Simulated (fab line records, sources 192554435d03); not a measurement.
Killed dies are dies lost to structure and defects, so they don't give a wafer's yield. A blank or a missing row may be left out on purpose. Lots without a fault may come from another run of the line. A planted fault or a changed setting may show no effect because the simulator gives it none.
One fault seen from 3 desks | flow n5_finfet | each desk has only its own numbers; what lay behind them comes last

THE DEFECT DESK
What the inspections along the route counted, lot by lot: means of the sampled wafers that have a number. A lot is out of limits, marked OUT, if its mean lies more than 4 standard deviations from the usual mean; the brackets give that distance.
Columns: A = raw_defect_count at N5_MIM_BOT_LITHO_INSPECT_12, usual 2.1
lot  | first seen here | A
L696 | day 12 15:58    | 2.7
L710 | day 15 06:14    | 2.0
L711 | day 16 02:59    | 3.3
L712 | day 16 07:14    | 1.7
L713 | day 16 18:42    | 2.0
L716 | day 17 05:06    | 1.7
L715 | day 17 12:17    | 3.0
This desk's finding: nothing out of limits on any of the 7 lots.

THE METROLOGY DESK
What the gauges read, lot by lot, whatever tool the lot ran on: means of the sampled wafers that have a number. A lot is out of limits, marked OUT, if its mean lies more than 4 standard deviations from the usual mean; the brackets give that distance.
Columns: A = cd_nm at N5_MIM_BOT_LITHO_CD_MEAS_08, usual 2998.5 nm; B = MIM_BOT_OVL at N5_MIM_BOT_LITHO_OVL_MEAS_11, usual -2 nm
lot  | first seen here | A      | B
L696 | day 12 15:55    | 2997.9 | -6
L710 | day 15 06:11    | 2996.4 | 0
L711 | day 16 02:56    | 2999.9 | -1
L712 | day 16 07:11    | 2998.4 | -2
L713 | day 16 18:38    | 2998.5 | -2
L716 | day 17 05:03    | 2997.8 | 4
L715 | day 17 12:14    | 3000.7 | -3
This desk's finding: nothing out of limits on any of the 7 lots.

THE TOOL OWNER'S DESK: rie_metal-03
The tool's own readings at N5_MIM_BOT_ETCH_ETCH_00 (etches TiN in Cl2/BCl3, target depth 45.5 nm): means of the sampled wafers that have a number, for each lot that ran on this tool. A lot is out of limits, marked OUT, if its mean lies more than 4 standard deviations from the usual mean; the brackets give that distance.
Columns: A = drypump_motor_current_A at N5_MIM_BOT_ETCH_ETCH_00, usual 5.9 A; B = mfc_ar_sccm at N5_MIM_BOT_ETCH_ETCH_00, usual 25.00 sccm; C = oes_product_au at N5_MIM_BOT_ETCH_ETCH_00, usual 0.74 a.u.; D = throttle_valve_pct at N5_MIM_BOT_ETCH_ETCH_00, usual 21.9 %
lot  | first seen here | A   | B     | C    | D
L711 | day 16 03:16    | 6.2 | 25.01 | 0.72 | 22.0
L712 | day 16 07:34    | 6.3 | 25.10 | 0.64 | 21.8
L713 | day 16 19:32    | 6.3 | 25.04 | 0.65 | 22.1
L716 | day 17 05:47    | 6.2 | 25.02 | 0.66 | 22.1
This desk's finding: nothing out of limits on any of the 4 lots.

PUT TOGETHER
The defect desk saw nothing out of limits.
The metrology desk saw nothing out of limits.
The tool owner's desk saw nothing out of limits.

WHAT THE SIMULATOR HAD PUT IN
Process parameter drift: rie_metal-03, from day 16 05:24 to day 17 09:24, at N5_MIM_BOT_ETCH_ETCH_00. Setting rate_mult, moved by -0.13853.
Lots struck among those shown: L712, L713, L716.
